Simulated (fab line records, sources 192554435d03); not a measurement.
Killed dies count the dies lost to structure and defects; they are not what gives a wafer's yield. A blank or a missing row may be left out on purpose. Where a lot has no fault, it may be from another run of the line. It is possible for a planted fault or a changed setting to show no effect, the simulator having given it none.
Which tool did it? :: flow n5_finfet :: route of 1938 steps, sampled at 1 step: 14 lots, 36 wafers

WHAT THE GAUGES SHOWED, per wafer
N5_BEOL_M8_OCD_MEAS_38. Usual: trench_depth_nm reads 94.1 nm (standard deviation 1.7).
lot: L330
measured: day 10 10:35
on: ocd-02
trench_depth_nm (nm): 95.5 95.5 96.1
flag: 

lot: L331
measured: day 10 23:31
on: ocd-02
trench_depth_nm (nm): 94.1 94.6
flag: 

lot: L335
measured: day 11 06:02
on: ocd-01
trench_depth_nm (nm): 92.3 93.6 95.0
flag: 

lot: L332
measured: day 11 06:26
on: ocd-01
trench_depth_nm (nm): 94.4 93.8
flag: 

lot: L333
measured: day 11 06:26
on: ocd-02
trench_depth_nm (nm): 95.3 94.8
flag: 

lot: L334
measured: day 11 18:52
on: ocd-02
trench_depth_nm (nm): 95.0 95.5 90.5
flag: 

lot: L336
measured: day 12 11:49
on: ocd-01
trench_depth_nm (nm): 94.7 96.4 94.4
flag: 

lot: L337
measured: day 12 14:18
on: ocd-02
trench_depth_nm (nm): 91.0 91.0 95.6
flag: 

lot: L338
measured: day 13 00:16
on: ocd-01
trench_depth_nm (nm): 96.4 96.3 95.7
flag: 

lot: L339
measured: day 13 00:40
on: ocd-01
trench_depth_nm (nm): 94.8 94.5 94.8
flag: 

lot: L341
measured: day 14 05:27
on: ocd-01
trench_depth_nm (nm): 93.9 93.9 95.3
flag: 

lot: L340
measured: day 14 06:14
on: ocd-01
trench_depth_nm (nm): 94.2 95.5
flag: 

lot: L350
measured: day 15 12:13
on: ocd-01
trench_depth_nm (nm): 91.3 95.8
flag: 

lot: L347
measured: day 15 13:46
on: ocd-01
trench_depth_nm (nm): 97.4 96.7
flag: 

TOOL THAT RAN EACH LOT (tool first, then ch and the chambers of the sampled wafers, then the start)
Record: no process step prior to these readings.

WHAT THE TOOLS THEMSELVES READ (means of the sampled wafers that have a number; where no wafer has one, the mark that the record gives instead)
The record holds no such reading with a usual standard deviation.

THE ANSWER, worked out from the rows above alone
Rule: take the mean of a lot's wafers that have a number; if it is more than 3 standard deviations from the usual mean, the lot is off. A lot without any number at a reading at which 4 lots or more have one is off too. The other lots that the step has rows for count as sound. Order of review: gauges by route order, followed by the tools' own readings, for which a lot's mean as printed above is used. At the first step where some lot is off, the reading lying furthest off is the one used; lots without a number count as furthest.
Nothing can be told from this: no lot is off at any reading shown.

WHAT THE SIMULATOR HAD INSERTED
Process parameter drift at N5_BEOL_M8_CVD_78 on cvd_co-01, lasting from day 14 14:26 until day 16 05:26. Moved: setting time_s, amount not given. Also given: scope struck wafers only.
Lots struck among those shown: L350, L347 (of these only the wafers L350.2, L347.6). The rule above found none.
